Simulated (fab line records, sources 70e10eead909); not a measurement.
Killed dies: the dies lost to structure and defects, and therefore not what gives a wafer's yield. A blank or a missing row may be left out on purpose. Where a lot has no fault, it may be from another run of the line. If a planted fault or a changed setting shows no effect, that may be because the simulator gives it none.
Problem report, 8D (eight disciplines) form, completed by code	flow nandHarc	the parts of the form that need people (team, actions taken, sign-off) are left out

1. PROBLEM STATEMENT
killedAtArray at NHARC_END_SORT_01 reads a mean of 198 on 2 wafers of 2 lots; wafers without a fault read 29 with a standard deviation of 10. That is +17 standard deviations from the usual mean.
First seen on wafer L632.3, day 24 08:19, on prober-01. The record has a number at this step for 39 wafers belonging to 13 lots. Rule for "out" (also "out of limits"): further than 4 standard deviations from the usual mean. The rest of the wafers with a number are treated as sound.

2. WHAT THIS IS AND IS NOT
question	is	is not
which readings at this step	killedAtArray, killedDies	killedAtOther, killedAtPeriphery, killedOpen, killedShort
which lots	L632, L635	L615, L616, L617, L618, L619, L620, L621, L622, L624, L627, L638
which wafers of those lots	L632.3, L635.4	L632.1, L632.4, L635.5, L635.6
read on which gauges	prober-01	prober-02
when	from day 24 08:19	up to then (31 sound wafers); but 6 sound wafers of L632, L635, L638 came after

3. WHAT RULES OUT EACH SUSPECT
Counting: a tool at a process step up to the reading stays a suspect if it ran every lot that is out. Sound lots after the first of them don't rule it out here, since some wafers of a struck lot are sound.
- the gauge at NHARC_END_SORT_01 has been ruled out. All the wafers that are out were read on prober-01, but those of them that NHARC_A_CONTACT_ETCH_90 has rows for are out there too, on other tools.
- rieDiel-13 at NHARC_A_CONTACT_ETCH_90 (etches the open film in CH3F/O2, target depth 40 nm, time 85.7 s): kept. Every lot that is out went through it, the first being L632 (day 21 05:27); the last sound lot it ran before that was L624 (day 19 10:50). Its own oesProductAu readings are out on those wafers.
- In rieDiel-13 at NHARC_A_CONTACT_ETCH_90, the wafers that are out were processed in chamber 0 and their sound lot-mates in chambers 1, 2, 3.
After counting, what remains is rieDiel-13 at NHARC_A_CONTACT_ETCH_90.

4. THE CAUSE (what the simulator had put in)
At NHARC_A_CONTACT_ETCH_90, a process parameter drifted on rieDiel-13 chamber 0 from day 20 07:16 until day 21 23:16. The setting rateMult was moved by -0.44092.
The count eliminated every tool but this one.

5. THE CHAIN OF EFFECTS, in route order
Each row: a reading where the mean over the struck wafers with a number is more than 3 standard deviations away from the usual. Only readings for which the record gives a usual standard deviation are gone through. hours: the time from each lot's start at the first step in this table that gives one to its start at this step, as a median over the lots. sigmas: the change in usual standard deviations.
hours	step	reading	usual	on struck wafers	change	sigmas
0	NHARC_A_CONTACT_ETCH_90	oesProductAu	0.96 a.u.	0.70	-0.26	-7.8
78	NHARC_END_SORT_01	killedAtArray	29	198	+170	+17
78	NHARC_END_SORT_01	killedDies	33	200	+167	+15
Its process steps:
- NHARC_A_CONTACT_ETCH_90: etches the open film in CH3F/O2, target depth 40 nm, time 85.7 s.

6. WHAT WOULD HAVE CAUGHT IT SOONER
Counted from the fault's start at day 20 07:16, it took 97 hours until the first out-of-limits reading at a measuring or inspecting step in this record, taken at day 24 08:19.
At NHARC_A_CONTACT_ETCH_90, the tool's own readings (oesProductAu) were out on each struck wafer the step has a row for, so an alarm limit on them would have fired on the first such wafer.
By day 24 08:19 the whole set of lots that are out, 2 in number, had already begun NHARC_A_CONTACT_ETCH_90 on rieDiel-13. None of them would have been spared by holding the tool at that moment.
